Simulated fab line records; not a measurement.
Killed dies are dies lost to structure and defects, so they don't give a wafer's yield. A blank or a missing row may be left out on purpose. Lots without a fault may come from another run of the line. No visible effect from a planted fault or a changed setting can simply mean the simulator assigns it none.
Chamber matching | flow n5Finfet | N5_BEOL_M5_ETCH_75 on rieDiel-06: 4 sister chambers
The step etches underlayer in N2/H2, target depth 6.5 nm, time 5.2 s. 4 wafers are shown with their chamber, then 9 later ones without.

EACH WAFER AND ITS CHAMBER
wafer  | chamber | drypumpMotorCurrentA (A)
L083.5 | 2       | 6.7
L086.2 | 3       | 5.6
L086.3 | 1       | 5.7
L086.4 | 0       | 6.4

WAFERS WHOSE CHAMBER IS MISSING
wafer  | drypumpMotorCurrentA (A)
L092.1 | 5.6
L092.2 | 6.5
L092.3 | 6.7
L095.3 | 6.7
L095.4 | 5.9
L095.5 | 5.8
L096.2 | 6.5
L096.3 | 5.6
L096.5 | 5.8

THE CHAMBER EACH PASSED THROUGH
wafer  | from the rows above     | in truth
L092.1 | can't be placed: 3 or 1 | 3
L092.2 | can't be placed: 0 or 2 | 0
L092.3 | 2                       | 2
L095.3 | 2                       | 2
L095.4 | can't be placed: 1 or 3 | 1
L095.5 | can't be placed: 1 or 3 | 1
L096.2 | can't be placed: 0 or 2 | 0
L096.3 | can't be placed: 3 or 1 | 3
L096.5 | can't be placed: 1 or 3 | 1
2 of 9 placed correctly. Cannot be placed on the basis of these rows: 7; the candidates contain the true chamber in 7. 0 placed wrongly.
How it was worked out, from the rows above alone: a wafer's distance from a chamber is the root of the sum, over the readings, of the square of ((its reading less the chamber's mean) divided by the reading's scatter). The wafer belongs to the nearest chamber; if the next one is less than 2 further off, it can't be placed. A chamber's mean is the mean of its shown wafers. The scatter: with one shown wafer a chamber, the root of the mean of the squares of how far each hidden wafer lies from its nearest shown one.
